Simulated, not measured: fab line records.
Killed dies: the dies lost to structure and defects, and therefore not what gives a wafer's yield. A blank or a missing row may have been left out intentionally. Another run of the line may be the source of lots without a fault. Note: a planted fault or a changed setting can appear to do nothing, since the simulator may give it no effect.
Struck lot and sound lot, side by side | flow nand-harc | 17 steps out of a route of 1159
Sound: wafers L564.4, L564.5, L564.6. Struck: wafers L563.4, L563.5. (L563.6 of the same lot was not struck and is left out.) The cause comes at the end.
At each step with rows: each side's tool, then ch and its chambers, then its first start. Under that, the readings that differ: sound wafers | struck wafers | difference of the means | sigmas: that difference in standard deviations of wafers without a fault.
alike: words and numbers the same on both sides, and readings whose means are apart by under 2 such deviations; not compared: readings that were withheld, readings missing a value for some wafer, numbers with overlapping values and no deviation given by the record, and bounds like >300 which may hide the same value.
The two part at a step that has a row with sigmas, a row that says differs or no value, or rows on one side only. Numbers that have no deviation but don't overlap get no sigmas and don't part them. A reading missing from all wafers of one side parts the sides only when that side holds two or more wafers.

NHARC_THIN_TSV_DEP_43: deposits SiO2, target thk 1328.5 nm.
  sound on pecvd-02 ch 0,1,2, day 20 21:55; struck on pecvd-02 ch 1,2, day 20 20:41
  alike: throttle-valve-pct
then, 8 steps without rows for these wafers: NHARC_THIN_TSV_DEHYDRATE_04 (time 120 s); NHARC_THIN_TSV_HMDS_05 (time 30 s); NHARC_THIN_TSV_COAT_06; NHARC_THIN_TSV_SOFTBAKE_07 (time 95 s); NHARC_THIN_TSV_EBR_08; NHARC_THIN_TSV_EXPOSE_09 (exposes mask TSV); NHARC_THIN_TSV_PEB_10 (peb time 85 s); NHARC_THIN_TSV_DEVELOP_11 (time 70 s).
NHARC_THIN_TSV_CD_MEAS_12 targets a cd of 1000 nm.
  sound on cd-sem-01 ch 0, day 20 22:37; struck on cd-sem-01 ch 0, day 20 21:25
  alike: cd-nm
then, 1 step without rows for these wafers: NHARC_THIN_TSV_HARDBAKE_13 (time 80 s).
NHARC_THIN_TSV_DESCUM_14: chemistry O2, time 3 s.
  sound on rie-diel-08 ch 0,1,2, day 20 22:47; struck on rie-diel-08 ch 2,3, day 20 21:35
  alike: drypump-motor-current-A, oes-product-au, rf-vpp-V, showerhead-plenum-p-Torr, throttle-valve-pct
  not compared: rf-hours-counter-h
NHARC_THIN_TSV_ETCH_44: etches the open film in CF4/O2, target depth 1594.2 nm, time 797.1 s.
  sound on rie-diel-03 ch 0,1,2, day 20 23:03; struck on rie-diel-08 ch 0, day 20 21:40
  reading                     | sound             | struck      | difference | sigmas
  drypump-motor-current-A (A) | 4.9 5.7 5.5       | 6.4 6.4     | +1.0       | +2
  oes-product-au (a.u.)       | 1.010 1.008 1.009 | 0.755 0.743 | -0.260     | -26
  rf-fwd-power-W (W)          | 299.8 299.7 301.7 | 180.9 179.2 | -120.3     | -99 or more
  alike: rf-vpp-V, showerhead-plenum-p-Torr, throttle-valve-pct
  not compared: rf-hours-counter-h
NHARC_THIN_TSV_ETCH_15: target depth 3000 nm, bosch target overetch cycles 2, bosch etch step 2.8 s.
  sound on rie-si-03 ch 1,2,3, day 20 23:29; struck on rie-si-06 ch 0,1, day 20 22:16
  alike: drypump-motor-current-A
  not compared: rf-hours-counter-h
NHARC_THIN_TSV_CD_MEAS_16:
  struck on cd-sem-02, day 20 22:23; sound on cd-sem-03, day 20 23:36
  reading    | sound               | struck        | difference | sigmas
  cd-nm (nm) | 999.6 1002.4 1002.8 | 1009.1 1007.9 | +6.9       | +3
NHARC_THIN_TSV_STRIP_45: strips in O2.
  sound on plasma-asher-02 ch 0,1, day 20 23:48; struck on plasma-asher-01 ch 1, day 20 22:33
  reading                     | sound       | struck  | difference | sigmas
  drypump-motor-current-A (A) | 6.5 6.6 5.8 | 4.8 4.8 | -1.5       | -2
  heater-power-w (W)          | 352 362 324 | 428 420 | +78        | +2
  not compared: rf-hours-counter-h
NHARC_END_SORT_01:
  at this point the record logs the struck wafers (prober-01 ch 0, day 21 20:20) and has no rows for the sound ones

== WHERE THEY PART ==
Last at NHARC_END_SORT_01 as far as this record goes, first at NHARC_THIN_TSV_ETCH_44.

WHY: what had been put in by the simulator
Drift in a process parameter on rie-diel-08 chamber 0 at NHARC_THIN_TSV_ETCH_44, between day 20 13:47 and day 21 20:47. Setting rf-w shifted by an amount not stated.
